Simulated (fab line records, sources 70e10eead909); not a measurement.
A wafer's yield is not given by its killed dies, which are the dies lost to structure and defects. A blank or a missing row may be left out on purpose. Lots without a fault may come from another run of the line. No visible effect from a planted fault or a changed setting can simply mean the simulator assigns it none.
Matching of chambers | flow nand_harc | NHARC_P_M1_PRE_CLEAN_32 on pecvd-02 has 3 sister chambers
The step time 12 s. 6 wafers are shown with their chamber, then 11 later ones without.

## WAFERS PAIRED WITH THEIR CHAMBERS
wafer  | chamber | heater_power_outer_w (W) | heater_power_w (W)
L083.5 | 2       | 405                      | 677
L083.6 | 0       | 331                      | 616
L087.3 | 0       | 345                      | 651
L087.5 | 2       | 406                      | 695
L087.6 | 1       | 329                      | 562
L089.2 | 1       | 395                      | 614

## WAFERS WITH NO CHAMBER GIVEN
wafer  | heater_power_outer_w (W) | heater_power_w (W)
L089.3 | 392                      | 649
L089.5 | 383                      | 650
L093.1 | 345                      | 621
L093.3 | 434                      | 752
L093.6 | 450                      | 724
L096.1 | 366                      | 592
L096.5 | 357                      | 664
L096.6 | 466                      | 773
L097.1 | 430                      | 761
L097.2 | 307                      | 591
L097.3 | 368                      | 586

## WHICH CHAMBER EACH WENT THROUGH
wafer  | from the rows above          | in truth
L089.3 | can't be placed: 2 or 0 or 1 | 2
L089.5 | can't be placed: 2 or 0 or 1 | 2
L093.1 | can't be placed: 0 or 1      | 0
L093.3 | 2                            | 2
L093.6 | 2                            | 2
L096.1 | can't be placed: 1 or 0      | 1
L096.5 | can't be placed: 0 or 2 or 1 | 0
L096.6 | 2                            | 2
L097.1 | 2                            | 2
L097.2 | can't be placed: 0 or 1      | 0
L097.3 | can't be placed: 1 or 0      | 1
Placed correctly: 4 of 11. From these rows, 7 cannot be placed; in 7 the true chamber is one of the candidates. Number placed wrongly: 0.
How it was worked out, from the rows above alone: a wafer's distance from a chamber is the root of the sum, over the readings, of the square of ((its reading less the chamber's mean) divided by the reading's scatter). The wafer belongs to the nearest chamber; if the next one is less than 2 further off, it can't be placed. A chamber's mean is the mean of its shown wafers. The scatter is the square root of a quotient: the sum, over the shown wafers, of each reading's squared deviation from its chamber's mean, divided by wafers minus chambers.
